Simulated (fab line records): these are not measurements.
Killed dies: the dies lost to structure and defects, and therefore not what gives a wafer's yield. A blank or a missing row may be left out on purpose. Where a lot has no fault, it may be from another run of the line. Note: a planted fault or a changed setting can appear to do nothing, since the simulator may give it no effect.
Which tool did it? ; flow n5 finfet ; 23 lots, 69 wafers sampled, at 6 steps of a route of 1938

== WHAT THE GAUGES READ, wafer by wafer ==
Not one reading of a measure or inspect step in the record can be checked against a usual standard deviation.

== WHAT TOOL EACH LOT RAN ON (gives the tool, then ch and the chambers of the sampled wafers, and finally the start) ==
lot;N5_BEOL_M4_ANNEAL_93;N5_BEOL_M4_SPUTTER_96;N5_BEOL_M4_DEP_57;N5_BEOL_M5_DESCUM_16;N5_BEOL_M5_ETCH_62;N5_BEOL_M5_STRIP_36
L074;pvd sputter-03, day 7 17:58;pvd sputter-03, day 7 18:20;pecvd-04 ch 0,1, day 7 19:23;rie diel-01 ch 0,2, day 7 21:58;rie diel-01 ch 0,2, day 7 22:03;rie diel-03 ch 1,2, day 8 01:29
L076;pvd sputter-03, day 7 20:08;pvd sputter-03, day 7 20:29;pecvd-04 ch 0,1,2, day 7 21:29;rie diel-01 ch 0,1,2, day 8 00:37;rie diel-01 ch 0,1,2, day 8 00:42;rie diel-01 ch 0,1, day 8 01:50
L075;pvd sputter-02, day 8 11:43;pvd sputter-02, day 8 12:04;pecvd-04 ch 0,2, day 8 14:59;rie diel-01 ch 1,3, day 8 18:44;rie diel-01 ch 1,3, day 8 18:49;rie diel-06 ch 1,3, day 8 19:49
L077;pvd sputter-01, day 8 11:45;pvd sputter-01, day 8 12:07;pecvd-01 ch 0,2, day 8 15:19;rie diel-06 ch 1,3, day 8 18:53;rie diel-06 ch 1,3, day 8 18:58;rie diel-01 ch 1,2,3, day 8 20:07
L078;pvd sputter-01, day 8 14:41;pvd sputter-01, day 8 15:03;pecvd-04 ch 0,1, day 8 20:13;rie diel-03 ch 2,3, day 8 23:05;rie diel-03 ch 2,3, day 8 23:10;rie diel-03 ch 2,3, day 9 00:59
L079;pvd sputter-01, day 9 05:31;pvd sputter-01, day 9 05:53;pecvd-01 ch 0,1, day 9 08:23;rie diel-06 ch 0,2,3, day 9 10:55;rie diel-06 ch 0,2,3, day 9 10:59;rie diel-06 ch 1,3, day 9 12:00
L081;pvd sputter-01, day 9 12:15;pvd sputter-01, day 9 12:37;pecvd-03 ch 0,1, day 9 16:56;rie diel-03 ch 1,2,3, day 9 20:14;rie diel-03 ch 1,2,3, day 9 20:19;rie diel-03 ch 0,2, day 9 22:06
L082;pvd sputter-01, day 9 18:00;pvd sputter-01, day 9 18:22;pecvd-01 ch 0,1,2, day 9 21:29;rie diel-06 ch 0,2,3, day 10 01:16;rie diel-06 ch 0,2,3, day 10 01:21;rie diel-03 ch 0,3, day 10 03:45
L080;pvd sputter-01, day 9 20:20;pvd sputter-01, day 9 20:42;pecvd-03 ch 0,1, day 10 00:42;rie diel-06 ch 0,3, day 10 04:55;rie diel-06 ch 0,3, day 10 05:00;rie diel-06 ch 0,2,3, day 10 10:19
L084;pvd sputter-02, day 10 03:44;pvd sputter-02, day 10 04:05;pecvd-01 ch 0,1,2, day 10 06:00;rie diel-03 ch 0,1,2, day 10 10:52;rie diel-03 ch 0,1,2, day 10 10:57;rie diel-01 ch 2,3, day 10 13:51
L085;pvd sputter-01, day 10 21:17;pvd sputter-01, day 10 21:38;pecvd-03 ch 0,1, day 10 22:38;rie diel-01 ch 0,2, day 11 01:57;rie diel-01 ch 0,2, day 11 02:02;rie diel-06 ch 0,1,3, day 11 04:15
L086;pvd sputter-01, day 11 09:35;pvd sputter-01, day 11 09:56;pecvd-03 ch 0,1,2, day 11 10:55;rie diel-06 ch 0,2,3, day 11 16:04;rie diel-06 ch 0,2,3, day 11 16:08;rie diel-06 ch 0,1,2, day 11 17:57
L087;pvd sputter-01, day 11 14:38;pvd sputter-01, day 11 15:00;pecvd-03 ch 0,2, day 11 16:17;rie diel-01 ch 1,2,3, day 11 19:36;rie diel-01 ch 1,2,3, day 11 19:41;rie diel-01 ch 0,2,3, day 11 21:16
L088;pvd sputter-03, day 11 17:33;pvd sputter-03, day 11 17:55;pecvd-03 ch 1,2, day 11 19:44;rie diel-01 ch 1,3, day 11 22:55;rie diel-01 ch 1,3, day 11 23:00;rie diel-01 ch 0,2,3, day 12 00:40
L090;pvd sputter-03, day 11 23:57;pvd sputter-03, day 12 00:19;pecvd-04 ch 0,1, day 12 01:23;rie diel-06 ch 1,2,3, day 12 04:38;rie diel-06 ch 1,2,3, day 12 04:43;rie diel-03 ch 0,1,3, day 12 06:45
L091;pvd sputter-03, day 12 07:44;pvd sputter-03, day 12 08:05;pecvd-01 ch 0,1, day 12 09:14;rie diel-03 ch 1,3, day 12 12:21;rie diel-03 ch 1,3, day 12 12:26;rie diel-01 ch 2,3, day 12 14:20
L089;pvd sputter-02, day 12 11:32;pvd sputter-02, day 12 11:53;pecvd-01 ch 0,1, day 12 12:56;rie diel-01 ch 0,1,3, day 12 16:27;rie diel-01 ch 0,1,3, day 12 16:32;rie diel-01 ch 1,2, day 12 20:35
L092;pvd sputter-01, day 12 14:53;pvd sputter-01, day 12 15:14;pecvd-04 ch 0,1,2, day 12 16:14;rie diel-03 ch 0,2,3, day 12 23:06;rie diel-03 ch 0,2,3, day 12 23:11;rie diel-03 ch 1,2,3, day 13 02:49
L094;pvd sputter-03, day 12 17:05;pvd sputter-03, day 12 17:27;pecvd-03 ch 1,2, day 12 18:26;rie diel-03 ch 0,2,3, day 13 00:02;rie diel-03 ch 0,2,3, day 13 00:07;rie diel-03 ch 0,2,3, day 13 03:19
L093;pvd sputter-02, day 12 19:06;pvd sputter-02, day 12 19:28;pecvd-03 ch 0,2, day 12 20:47;rie diel-03 ch 0,1,2, day 13 01:43;rie diel-03 ch 0,1,2, day 13 01:47;rie diel-03 ch 0,1,3, day 13 06:10
L095;pvd sputter-03, day 12 22:19;pvd sputter-03, day 12 22:40;pecvd-03 ch 0,1,2, day 12 23:40;rie diel-01 ch 0,2,3, day 13 03:52;rie diel-01 ch 0,2,3, day 13 03:56;rie diel-01 ch 0,1,3, day 13 07:14
L096;pvd sputter-03, day 13 19:19;pvd sputter-03, day 13 19:40;pecvd-03 ch 1,2, day 13 20:44;rie diel-03 ch 0,1,3, day 13 23:37;rie diel-03 ch 0,1,3, day 13 23:42;rie diel-03 ch 0,1,2, day 14 01:20
L097;pvd sputter-02, day 13 22:16;pvd sputter-02, day 13 22:37;pecvd-04 ch 1,2, day 13 23:38;rie diel-03 ch 0,2, day 14 02:27;rie diel-03 ch 0,2, day 14 02:32;rie diel-03 ch 0,2,3, day 14 03:46
- N5_BEOL_M4_ANNEAL_93: time 240 s.
- N5_BEOL_M4_SPUTTER_96: material Cu, target thk 4.5 nm, time 8.29 s.
- N5_BEOL_M4_DEP_57: deposits SiCN from 3MS/NH3, target thk 8 nm, time 14 s.
- N5_BEOL_M5_DESCUM_16: chemistry O2, time 7 s.
- N5_BEOL_M5_ETCH_62: etches SOC in N2/H2, target depth 75 nm, overetch 15 nm, time 112.5 s.
- N5_BEOL_M5_STRIP_36: strips in N2/H2.

== AS READ BY THE TOOLS THEMSELVES (means over the sampled wafers that have a number; for cases with no such wafer, the mark the record gives instead) ==
N5_BEOL_M4_ANNEAL_93. Usual: heater power w at 831 W, with a standard deviation of 61.
lot;tool;heater power w (W);flag
L074;pvd sputter-03;876;
L076;pvd sputter-03;865;
L075;pvd sputter-02;823;
L077;pvd sputter-01;825;
L078;pvd sputter-01;797;
L079;pvd sputter-01;848;
L081;pvd sputter-01;831;
L082;pvd sputter-01;787;
L080;pvd sputter-01;826;
L084;pvd sputter-02;834;
L085;pvd sputter-01;802;
L086;pvd sputter-01;831;
L087;pvd sputter-01;817;
L088;pvd sputter-03;872;
L090;pvd sputter-03;915;
L091;pvd sputter-03;881;
L089;pvd sputter-02;792;
L092;pvd sputter-01;816;
L094;pvd sputter-03;855;
L093;pvd sputter-02;839;
L095;pvd sputter-03;859;
L096;pvd sputter-03;815;
L097;pvd sputter-02;772;

N5_BEOL_M4_SPUTTER_96. Usual: chuck gas flow sccm 1.27 sccm, standard deviation 0.054; throttle valve pct 29.3 %, standard deviation 1.1.
lot;tool;chuck gas flow sccm (sccm);throttle valve pct (%);flag
L074;pvd sputter-03;1.27;29.5;
L076;pvd sputter-03;1.31;29.5;
L075;pvd sputter-02;1.20;30.3;
L077;pvd sputter-01;1.27;28.6;
L078;pvd sputter-01;1.27;28.6;
L079;pvd sputter-01;1.32;29.6;
L081;pvd sputter-01;1.30;28.6;
L082;pvd sputter-01;1.22;28.3;
L080;pvd sputter-01;1.26;29.1;
L084;pvd sputter-02;1.28;29.9;
L085;pvd sputter-01;1.24;28.2;
L086;pvd sputter-01;1.28;28.7;
L087;pvd sputter-01;1.26;29.2;
L088;pvd sputter-03;1.20;29.3;
L090;pvd sputter-03;1.26;29.7;
L091;pvd sputter-03;1.28;29.6;
L089;pvd sputter-02;1.33;30.9;
L092;pvd sputter-01;1.23;29.1;
L094;pvd sputter-03;1.29;29.4;
L093;pvd sputter-02;1.25;30.1;
L095;pvd sputter-03;1.30;29.4;
L096;pvd sputter-03;1.21;28.7;
L097;pvd sputter-02;1.32;30.6;

N5_BEOL_M4_DEP_57. Usual: showerhead plenum p Torr 3.670 Torr, standard deviation 0.016; throttle valve pct 9.06 %, standard deviation 0.28.
lot;tool;showerhead plenum p Torr (Torr);throttle valve pct (%);flag
L074;pecvd-04;3.669;8.92;
L076;pecvd-04;3.668;8.97;
L075;pecvd-04;3.667;8.83;
L077;pecvd-01;3.669;8.66;
L078;pecvd-04;3.673;8.92;
L079;pecvd-01;3.675;9.06;
L081;pecvd-03;3.681;9.20;
L082;pecvd-01;3.667;9.25;
L080;pecvd-03;3.687;9.06;
L084;pecvd-01;3.667;9.05;
L085;pecvd-03;3.683;9.22;
L086;pecvd-03;3.668;9.11;
L087;pecvd-03;3.673;9.20;
L088;pecvd-03;3.649;8.94;
L090;pecvd-04;3.676;8.88;
L091;pecvd-01;3.675;9.09;
L089;pecvd-01;3.665;9.39;
L092;pecvd-04;3.665;9.06;
L094;pecvd-03;3.659;9.04;
L093;pecvd-03;3.674;8.89;
L095;pecvd-03;3.672;9.13;
L096;pecvd-03;3.649;9.07;
L097;pecvd-04;3.664;9.03;

N5_BEOL_M5_DESCUM_16. Usual: drypump motor current A 5.8 A, standard deviation 0.44; oes product au 0.80 a.u., standard deviation 0.089; rf vpp V 242.4 V, standard deviation 0.95; showerhead plenum p Torr 2.05 Torr, standard deviation 0.054; throttle valve pct 20.51 %, standard deviation 0.25.
lot;tool;drypump motor current A (A);oes product au (a.u.);rf vpp V (V);showerhead plenum p Torr (Torr);throttle valve pct (%);flag
L074;rie diel-01;6.1;0.95;241.9;2.07;20.50;
L076;rie diel-01;6.0;0.92;241.7;2.05;20.36;
L075;rie diel-01;6.1;0.83;242.4;2.04;20.21;
L077;rie diel-06;5.1;0.73;241.1;1.98;20.33;
L078;rie diel-03;5.2;0.71;242.4;2.01;20.58;
L079;rie diel-06;5.7;0.78;242.4;2.04;20.45;
L081;rie diel-03;5.4;0.69;242.4;2.03;20.72;
L082;rie diel-06;5.7;0.78;242.4;2.04;20.45;
L080;rie diel-06;5.8;0.81;241.9;2.01;20.21;
L084;rie diel-03;5.8;0.75;242.5;2.09;20.81;
L085;rie diel-01;6.1;0.88;241.8;2.06;20.56;
L086;rie diel-06;5.7;0.76;242.2;2.03;20.48;
L087;rie diel-01;6.2;0.81;241.8;2.05;20.42;
L088;rie diel-01;6.4;0.75;242.5;2.06;20.39;
L090;rie diel-06;5.4;0.72;242.4;2.01;20.50;
L091;rie diel-03;5.2;0.78;241.6;1.99;20.50;
L089;rie diel-01;6.2;0.80;242.5;2.05;20.39;
L092;rie diel-03;5.5;0.75;243.0;2.06;20.69;
L094;rie diel-03;5.5;0.76;242.5;2.06;20.68;
L093;rie diel-03;5.8;0.83;243.0;2.09;20.71;
L095;rie diel-01;6.3;0.80;242.2;2.07;20.56;
L096;rie diel-03;5.5;0.82;243.6;2.05;20.57;
L097;rie diel-03;5.9;0.80;242.6;2.12;20.77;

N5_BEOL_M5_ETCH_62. Usual: bias w is 150.1 W with standard deviation 0.49, drypump motor current A is 5.8 A with standard deviation 0.44, h2 flow sccm is 200.0 sccm with standard deviation 0.64, oes product au is 0.64 a.u. with standard deviation 0.068, rf vpp V is 522.5 V with standard deviation 1.6, showerhead plenum p Torr is 2.49 Torr with standard deviation 0.051, and throttle valve pct is 17.89 % with standard deviation 0.22.
lot;tool;bias w (W);drypump motor current A (A);h2 flow sccm (sccm);oes product au (a.u.);rf vpp V (V);showerhead plenum p Torr (Torr);throttle valve pct (%);flag
L074;rie diel-01;149.9;6.1;199.9;0.74;522.7;2.50;17.70;
L076;rie diel-01;150.5;6.0;200.4;0.72;522.2;2.49;17.67;
L075;rie diel-01;150.1;6.1;200.3;0.65;522.4;2.49;17.60;
L077;rie diel-06;149.2;5.1;200.4;0.59;520.8;2.42;17.91;
L078;rie diel-03;149.8;5.2;200.1;0.57;520.8;2.45;18.01;
L079;rie diel-06;149.9;5.7;199.9;0.61;521.9;2.47;17.81;
L081;rie diel-03;150.6;5.4;199.5;0.56;522.6;2.48;18.18;
L082;rie diel-06;150.0;5.7;199.5;0.61;521.8;2.47;17.83;
L080;rie diel-06;150.1;5.8;199.7;0.65;521.3;2.45;17.69;
L084;rie diel-03;149.8;5.7;199.7;0.61;524.2;2.54;18.18;
L085;rie diel-01;150.6;6.1;199.8;0.70;522.5;2.49;17.87;
L086;rie diel-06;150.2;5.7;200.8;0.61;521.6;2.47;17.84;
L087;rie diel-01;149.8;6.2;199.9;0.64;522.2;2.49;17.81;
L088;rie diel-01;150.0;6.4;200.6;0.60;523.5;2.51;17.77;
L090;rie diel-06;150.0;5.4;199.2;0.57;521.9;2.44;17.96;
L091;rie diel-03;149.6;5.2;200.1;0.62;520.4;2.43;17.97;
L089;rie diel-01;150.1;6.2;199.7;0.63;522.7;2.48;17.70;
L092;rie diel-03;150.1;5.5;200.0;0.60;522.2;2.50;18.05;
L094;rie diel-03;150.4;5.5;200.0;0.60;523.0;2.50;18.06;
L093;rie diel-03;150.3;5.8;199.7;0.66;524.2;2.53;18.06;
L095;rie diel-01;150.1;6.3;199.9;0.64;523.4;2.50;17.87;
L096;rie diel-03;150.3;5.6;200.6;0.65;521.9;2.49;17.97;
L097;rie diel-03;149.9;5.9;199.2;0.63;523.9;2.56;18.05;

N5_BEOL_M5_STRIP_36. Usual: drypump motor current A 5.8 A, standard deviation 0.47; h2 flow sccm 200.0 sccm, standard deviation 0.6; oes product au 0.80 a.u., standard deviation 0.087; rf vpp V 59.2 V, standard deviation 1.5; showerhead plenum p Torr 2.49 Torr, standard deviation 0.054; throttle valve pct 23.74 %, standard deviation 0.28.
lot;tool;drypump motor current A (A);h2 flow sccm (sccm);oes product au (a.u.);rf vpp V (V);showerhead plenum p Torr (Torr);throttle valve pct (%);flag
L074;rie diel-03;5.6;199.7;0.71;59.4;2.52;24.01;
L076;rie diel-01;6.0;199.2;0.89;59.3;2.46;23.25;
L075;rie diel-06;5.1;199.9;0.74;58.1;2.42;23.73;
L077;rie diel-01;6.2;199.6;0.84;58.6;2.50;23.70;
L078;rie diel-03;5.2;199.7;0.72;58.4;2.45;23.74;
L079;rie diel-06;5.1;200.4;0.73;59.8;2.42;23.74;
L081;rie diel-03;5.9;199.9;0.83;59.6;2.57;23.87;
L082;rie diel-03;5.7;200.1;0.84;60.5;2.53;23.79;
L080;rie diel-06;5.7;199.8;0.77;59.7;2.47;23.59;
L084;rie diel-01;6.2;200.1;0.83;59.2;2.51;24.00;
L085;rie diel-06;5.5;199.9;0.77;58.8;2.43;23.66;
L086;rie diel-06;5.8;199.6;0.75;60.2;2.46;23.65;
L087;rie diel-01;6.3;200.0;0.81;58.1;2.50;23.77;
L088;rie diel-01;6.3;199.8;0.81;59.2;2.50;23.76;
L090;rie diel-03;5.6;200.2;0.84;58.9;2.49;23.82;
L091;rie diel-01;6.5;200.3;0.77;61.2;2.52;23.90;
L089;rie diel-01;6.0;200.5;0.85;59.5;2.47;23.85;
L092;rie diel-03;5.4;200.4;0.78;58.9;2.47;23.85;
L094;rie diel-03;5.5;200.1;0.76;59.8;2.50;23.82;
L093;rie diel-03;5.5;199.8;0.83;60.7;2.49;23.84;
L095;rie diel-01;6.2;200.3;0.80;59.4;2.48;23.48;
L096;rie diel-03;5.8;200.3;0.82;58.7;2.53;23.95;
L097;rie diel-03;5.5;199.9;0.75;59.7;2.49;23.84;

== THE ANSWER, worked out from the rows above alone ==
Rule: a lot is off if the mean of its wafers that have a number lies more than 3 standard deviations from the usual mean. A lot without any number at a reading at which 4 lots or more have one is off too. Where the step has rows for the other lots, those lots are counted as sound. First the gauges in route order, then the tools' own readings, where a lot's mean is used as printed above. At the first step where some lot is off, the reading lying furthest off is the one used; lots without a number count as furthest.
No lot is off on any of the readings shown, so nothing can be concluded from this.

== WHAT THE SIMULATOR HAD PUT IN ==
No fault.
